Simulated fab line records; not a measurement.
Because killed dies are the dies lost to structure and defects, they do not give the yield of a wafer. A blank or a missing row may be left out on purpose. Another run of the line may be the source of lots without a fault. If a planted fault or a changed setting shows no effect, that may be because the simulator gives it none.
Chamber matching | flow n5 finfet | N5_BEOL_M13_ETCH_59 on rie diel-02: 4 sister chambers
The step etches BARC in N2/H2, target depth 89 nm, overetch 26.7 nm, time 67.9 s. 4 wafers are shown with their chamber, then 10 later ones without.

WAFERS PAIRED WITH THEIR CHAMBERS
wafer  | chamber | showerhead plenum p Torr (Torr)
L081.6 | 3       | 2.53
L084.6 | 1       | 2.60
L085.1 | 2       | 2.42
L085.3 | 0       | 2.58

WAFERS WITHOUT THEIR CHAMBER
wafer  | showerhead plenum p Torr (Torr)
L085.5 | 2.58
L087.1 | 2.57
L087.5 | 2.57
L087.6 | 2.52
L090.1 | 2.59
L090.4 | 2.52
L090.5 | 2.57
L092.1 | 2.57
L092.4 | 2.52
L092.6 | 2.59

WHICH CHAMBER EACH ONE RAN IN
wafer  | from the rows above     | in truth
L085.5 | 0                       | 0
L087.1 | 0                       | 0
L087.5 | 0                       | 0
L087.6 | 3                       | 3
L090.1 | can't be placed: 0 or 1 | 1
L090.4 | 3                       | 3
L090.5 | 0                       | 0
L092.1 | 0                       | 0
L092.4 | 3                       | 3
L092.6 | can't be placed: 0 or 1 | 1
Correct placement for 8 of the 10. From these rows, 2 cannot be placed; in 2 the true chamber is one of the candidates. Number placed wrongly: 0.
How it was worked out, from the rows above alone: a wafer's distance from a chamber is the root of the sum, over the readings, of the square of ((its reading less the chamber's mean) divided by the reading's scatter). The wafer belongs to the nearest chamber; if the next one is less than 2 further off, it can't be placed. A chamber's mean is the mean of its shown wafers. The scatter: with one shown wafer a chamber, the root of the mean of the squares of how far each hidden wafer lies from its nearest shown one.
